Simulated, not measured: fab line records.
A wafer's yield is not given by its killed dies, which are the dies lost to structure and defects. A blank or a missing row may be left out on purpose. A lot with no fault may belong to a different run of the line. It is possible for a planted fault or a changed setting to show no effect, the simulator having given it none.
Which tool was responsible? | flow nandHarc | 11 lots, 33 wafers sampled, at 4 steps of a route of 1302

WHAT THE GAUGES READ, wafer by wafer
The record lacks any reading of a measuring or inspecting step that a usual standard deviation could be used to judge.

EACH LOT AND THE TOOL THAT RAN IT (in order: tool; ch and the chambers of the sampled wafers; start)
lot  | NHARC_A_STAIRCASE_DEP_280       | NHARC_A_STAIRCASE_HM_OPEN_463                | NHARC_A_STAIRCASE_ETCH_453        | NHARC_A_STAIRCASE_STRIP_316
L812 | pecvd-01 ch 0,1, day 17 13:44   | rieDiel-01 ch 0,1,3, day 17 20:38 or earlier | rieDiel-01 ch 1,2,3, day 17 20:38 | rieDiel-01 ch 0,3, no start
L814 | pecvd-03 ch 0,2, day 18 07:22   | rieDiel-08 ch 0,1,3, day 18 13:50 or earlier | rieDiel-08 ch 0,2,3, day 18 13:50 | rieDiel-08 ch 0,1,2, no start
L817 | pecvd-02 ch 0,1,2, day 19 11:24 | rieDiel-01 ch 0,1, day 19 17:54 or earlier   | rieDiel-01 ch 0,1,2, day 19 17:54 | rieDiel-01 ch 2,3, no start
L818 | pecvd-01 ch 0,1, day 20 06:47   | rieDiel-08 ch 2,3, day 20 15:17 or earlier   | rieDiel-08 ch 0,2, day 20 15:17   | rieDiel-08 ch 0,3, no start
L819 | pecvd-01 ch 0,1, day 21 00:37   | rieDiel-01 ch 0,1,3, day 21 10:35 or earlier | rieDiel-01 ch 2,3, day 21 10:35   | rieDiel-01 ch 0,1, no start
L821 | pecvd-01 ch 0,1,2, day 21 07:45 | rieDiel-06 ch 0,1,2, day 21 17:04 or earlier | rieDiel-06 ch 1,2,3, day 21 17:04 | rieDiel-06 ch 0,1,3, no start
L820 | pecvd-03 ch 1,2, day 21 12:17   | rieDiel-06 ch 0,1,2, day 21 18:51 or earlier | rieDiel-06 ch 1,3, day 21 18:51   | rieDiel-06 ch 1,2, no start
L822 | pecvd-03 ch 0,1, day 21 14:11   | rieDiel-06 ch 0,1,2, day 22 00:23 or earlier | rieDiel-06 ch 0,1,2, day 22 00:23 | rieDiel-06 ch 1,2,3, no start
L825 | pecvd-03 ch 0,1, day 23 07:19   | rieDiel-06 ch 0,1,3, day 23 15:23 or earlier | rieDiel-06 ch 0,1, day 23 15:23   | rieDiel-06 ch 0,1,3, no start
L832 | pecvd-02 ch 0,2, day 25 11:46   | rieDiel-01 ch 1,2,3, day 25 19:14 or earlier | rieDiel-01 ch 0,1,2, day 25 19:14 | rieDiel-01 ch 0,2,3, no start
L833 | pecvd-01 ch 0,1,2, day 26 11:52 | rieDiel-08 ch 2,3, day 26 20:40 or earlier   | rieDiel-08 ch 1,2,3, day 26 20:40 | rieDiel-08 ch 0,2,3, no start
- NHARC_A_STAIRCASE_DEP_280: deposits SiON, target thk 30 nm.
- NHARC_A_STAIRCASE_HM_OPEN_463: chemistry O2/COS.
- NHARC_A_STAIRCASE_ETCH_453: etches the open film in CF4/O2, target depth 30 nm, overetch 3 nm, time 16.5 s.
- NHARC_A_STAIRCASE_STRIP_316: strips in O2.

WHAT THE TOOLS THEMSELVES READ (means of the sampled wafers that have a number; where no wafer has one, the mark that the record gives instead)
NHARC_A_STAIRCASE_DEP_280.
lot  | tool     | chamberPressureTorr (Torr) | heaterPowerW (W)
L812 | pecvd-01 | 3.494                      | 762
L814 | pecvd-03 | 3.507                      | 787
L817 | pecvd-02 | 3.503                      | 755
L818 | pecvd-01 | 3.514                      | 746
L819 | pecvd-01 | 3.499                      | 758
L821 | pecvd-01 | 3.513                      | 713
L820 | pecvd-03 | 3.496                      | 753
L822 | pecvd-03 | 3.503                      | 647
L825 | pecvd-03 | 3.494                      | 658
L832 | pecvd-02 | 3.495                      | 697
L833 | pecvd-01 | 3.500                      | 679

NHARC_A_STAIRCASE_HM_OPEN_463.
lot  | tool       | chamberPressureMTorr (mTorr) | drypumpMotorCurrentA (A) | o2FlowSccm (sccm) | oesProductAu (a.u.) | rfVppV (V) | showerheadPlenumPTorr (Torr) | throttleValvePct (%)
L812 | rieDiel-01 | 20.020                       | 5.9                      | 399.4             | 1.004               | 466        | 3.03                         | 28.332
L814 | rieDiel-08 | 20.008                       | 5.1                      | 400.0             | 0.993               | 468        | 3.16                         | 28.332
L817 | rieDiel-01 | 20.012                       | 6.1                      | 400.9             | 1.016               | 465        | 3.05                         | 28.327
L818 | rieDiel-08 | 19.996                       | 4.9                      | 398.7             | 0.990               | 466        | 3.09                         | 28.329
L819 | rieDiel-01 | 20.031                       | 5.9                      | 400.9             | 1.002               | 465        | 3.02                         | 28.337
L821 | rieDiel-06 | 20.021                       | 5.2                      | 399.5             | 1.003               | 473        | 3.35                         | 28.337
L820 | rieDiel-06 | 20.005                       | 5.2                      | 400.5             | 0.995               | 472        | 3.35                         | 28.340
L822 | rieDiel-06 | 19.982                       | 5.2                      | 399.7             | 0.994               | 472        | 3.35                         | 28.330
L825 | rieDiel-06 | 20.015                       | 5.3                      | 399.9             | 1.001               | 469        | 3.19                         | 28.321
L832 | rieDiel-01 | 20.010                       | 5.9                      | 400.2             | 1.005               | 465        | 3.04                         | 28.333
L833 | rieDiel-08 | 20.001                       | 4.9                      | 401.4             | 1.002               | 466        | 3.07                         | 28.326

NHARC_A_STAIRCASE_ETCH_453.
lot  | tool       | chamberPressureMTorr (mTorr) | drypumpMotorCurrentA (A) | o2FlowSccm (sccm) | oes_f_703_au (a.u.) | oesProductAu (a.u.) | rfVppV (V) | showerheadPlenumPTorr (Torr) | throttleValvePct (%)
L812 | rieDiel-01 | 30.017                       | 5.8                      | 20.02             | 1.003               | 0.999               | 196.6      | 1.31                         | 13.396
L814 | rieDiel-08 | 30.040                       | 5.0                      | 20.00             | 0.997               | 0.999               | 198.0      | 1.33                         | 13.401
L817 | rieDiel-01 | 30.009                       | 6.1                      | 19.95             | 1.002               | 0.992               | 196.7      | 1.32                         | 13.400
L818 | rieDiel-08 | 29.976                       | 5.0                      | 20.05             | 1.003               | 0.992               | 196.3      | 1.28                         | 13.397
L819 | rieDiel-01 | 30.019                       | 5.8                      | 19.98             | 1.002               | 0.994               | 198.6      | 1.33                         | 13.399
L821 | rieDiel-06 | 30.004                       | 5.0                      | 19.99             | 0.999               | 1.008               | 199.0      | 1.37                         | 13.394
L820 | rieDiel-06 | 30.027                       | 5.1                      | 19.94             | 1.001               | 1.005               | 197.3      | 1.31                         | 13.391
L822 | rieDiel-06 | 29.964                       | 5.2                      | 19.95             | 1.000               | 1.002               | 200.3      | 1.44                         | 13.400
L825 | rieDiel-06 | 30.008                       | 5.3                      | 19.96             | 0.997               | 0.971               | 199.6      | 1.43                         | 13.406
L832 | rieDiel-01 | 30.002                       | 6.1                      | 20.05             | 1.003               | 1.001               | 197.2      | 1.31                         | 13.402
L833 | rieDiel-08 | 30.013                       | 4.9                      | 20.06             | 0.997               | 0.997               | 197.5      | 1.33                         | 13.387

NHARC_A_STAIRCASE_STRIP_316.
lot  | tool       | chamberPressureMTorr (mTorr) | drypumpMotorCurrentA (A) | o2FlowSccm (sccm) | oesProductAu (a.u.) | rfVppV (V) | showerheadPlenumPTorr (Torr) | throttleValvePct (%)
L812 | rieDiel-01 | 59.99                        | 5.5                      | 500.2             | 0.999               | 57.0       | 3.43                         | 17.032
L814 | rieDiel-08 | 60.00                        | 4.9                      | 498.8             | 1.001               | 56.6       | 3.43                         | 17.032
L817 | rieDiel-01 | 60.02                        | 5.6                      | 499.5             | 1.000               | 56.7       | 3.46                         | 17.029
L818 | rieDiel-08 | 59.94                        | 5.2                      | 499.3             | 0.994               | 57.4       | 3.64                         | 17.039
L819 | rieDiel-01 | 59.98                        | 6.1                      | 499.0             | 1.008               | 58.0       | 3.44                         | 17.042
L821 | rieDiel-06 | 59.98                        | 5.3                      | 501.0             | 0.997               | 58.2       | 3.62                         | 17.032
L820 | rieDiel-06 | 59.98                        | 4.9                      | 499.3             | 0.994               | 58.1       | 3.79                         | 17.035
L822 | rieDiel-06 | 60.00                        | 5.0                      | 499.3             | 1.000               | 57.7       | 3.62                         | 17.026
L825 | rieDiel-06 | 59.99                        | 5.2                      | 499.7             | 1.001               | 58.0       | 3.61                         | 17.035
L832 | rieDiel-01 | 59.96                        | 5.8                      | 500.3             | 0.999               | 57.9       | 3.47                         | 17.034
L833 | rieDiel-08 | 59.95                        | 5.0                      | 500.2             | 1.003               | 58.1       | 3.48                         | 17.048

THE ANSWER, worked out from the rows above alone
Rule: what is usual is taken from the lots themselves. Put in order of their means at a reading, lots are off if they are a third of the lots or fewer, leave a main group of 4 or more, and stand apart from it by a gap of 3 or more times the standard deviation of the main group's means; of several such gaps the widest counts. A main group is skipped when, at the precision printed for the reading in the tables above, its means are all equal. Also off: a lot with no number at a reading for which 4 or more lots have one. The other lots that the step has rows for count as sound. The gauges are gone through in route order, then the tools' own readings, and for those a lot's mean is taken as printed above. The first step at which some lot is off is used, and at that step the reading that is off furthest; a lot without a number counts as furthest.
Off at NHARC_A_STAIRCASE_ETCH_453 (oesProductAu): L825. The main group has a mean of 0.999 a.u. with a standard deviation of 0.0051.
A tool fits if, at that step or a process step before it, it ran every lot that is off, and no sound lot after the first of them. With no start given for some of its lots, NHARC_A_STAIRCASE_HM_OPEN_463 uses the hours and lot order of NHARC_A_STAIRCASE_ETCH_453. Can't be told from this: 2 tools fit, pecvd-03 at NHARC_A_STAIRCASE_DEP_280, rieDiel-06 at NHARC_A_STAIRCASE_HM_OPEN_463 and NHARC_A_STAIRCASE_ETCH_453.

WHAT THE SIMULATOR HAD PUT IN
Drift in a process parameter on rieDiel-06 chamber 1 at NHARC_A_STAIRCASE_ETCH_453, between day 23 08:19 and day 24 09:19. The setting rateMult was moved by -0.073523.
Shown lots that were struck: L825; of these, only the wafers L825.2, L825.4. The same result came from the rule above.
